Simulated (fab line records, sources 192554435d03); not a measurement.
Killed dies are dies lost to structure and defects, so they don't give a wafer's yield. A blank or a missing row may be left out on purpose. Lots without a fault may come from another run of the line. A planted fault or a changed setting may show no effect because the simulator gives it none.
One fault seen from 2 desks | flow n5_finfet | each desk has only its own numbers; what lay behind them comes last

THE TOOL OWNER'S DESK: cvd_co-01
The tool's own readings at N5_BEOL_M8_CVD_78 (deposits Co from CCTBA/H2, target thk 2 nm, time 142.3 s): means of the sampled wafers that have a number, for each lot that ran on this tool. A lot is out of limits, marked OUT, if its mean lies more than 4 standard deviations from the usual mean; the brackets give that distance.
Columns: A = run_length_s at N5_BEOL_M8_CVD_78, usual 165.2 s
lot  | first seen here | A
L972 | day 9 10:25     | 164.8
L976 | day 10 12:21    | 165.5
L982 | day 11 18:18    | 144.0 (-33) OUT
L981 | day 11 22:25    | 131.7 (-52) OUT
L984 | day 12 13:05    | 99.5 (-99 or more) OUT
L994 | day 15 12:52    | 164.7
This desk's finding: out of limits on L981, L982, L984; first on L982, day 11 18:18 (run_length_s at N5_BEOL_M8_CVD_78). In limits: L972, L976, L994.

THE METROLOGY DESK
What the gauges read, lot by lot, whatever tool the lot ran on: means of the sampled wafers that have a number. A lot is out of limits, marked OUT, if its mean lies more than 4 standard deviations from the usual mean; the brackets give that distance.
Columns: A = M8_RS at N5_BEOL_M8_RS_MEAS_57, usual 0.287 ohm/sq
lot  | first seen here | A
L972 | day 9 11:38     | 0.287
L975 | day 10 03:41    | 0.281
L976 | day 10 13:23    | 0.282
L982 | day 11 19:29    | 0.294
L981 | day 11 23:32    | 0.288
L984 | day 12 14:37    | 0.288
L987 | day 13 14:14    | 0.283
L990 | day 13 15:14    | 0.290
L989 | day 13 15:30    | 0.294
L992 | day 14 14:14    | 0.280
L994 | day 15 14:02    | 0.281
L993 | day 15 16:06    | 0.283
This desk's finding: nothing out of limits on any of the 12 lots.

PUT TOGETHER
The tool owner's desk could have raised an alarm at day 11 18:18, on L981, L982, L984.
The metrology desk saw nothing out of limits.
The metrology desk has L981, L982, L984 on record, within its limits.
Of the lots named, all ran N5_BEOL_M8_CVD_78 on cvd_co-01.

WHAT THE SIMULATOR HAD PUT IN
Process parameter drift: cvd_co-01, from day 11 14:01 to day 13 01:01, at N5_BEOL_M8_CVD_78. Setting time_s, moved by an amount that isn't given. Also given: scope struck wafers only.
Lots struck among those shown: L981, L982, L984.
Hours from the fault's start to each desk's first reading out of limits: the tool owner's desk, 4.
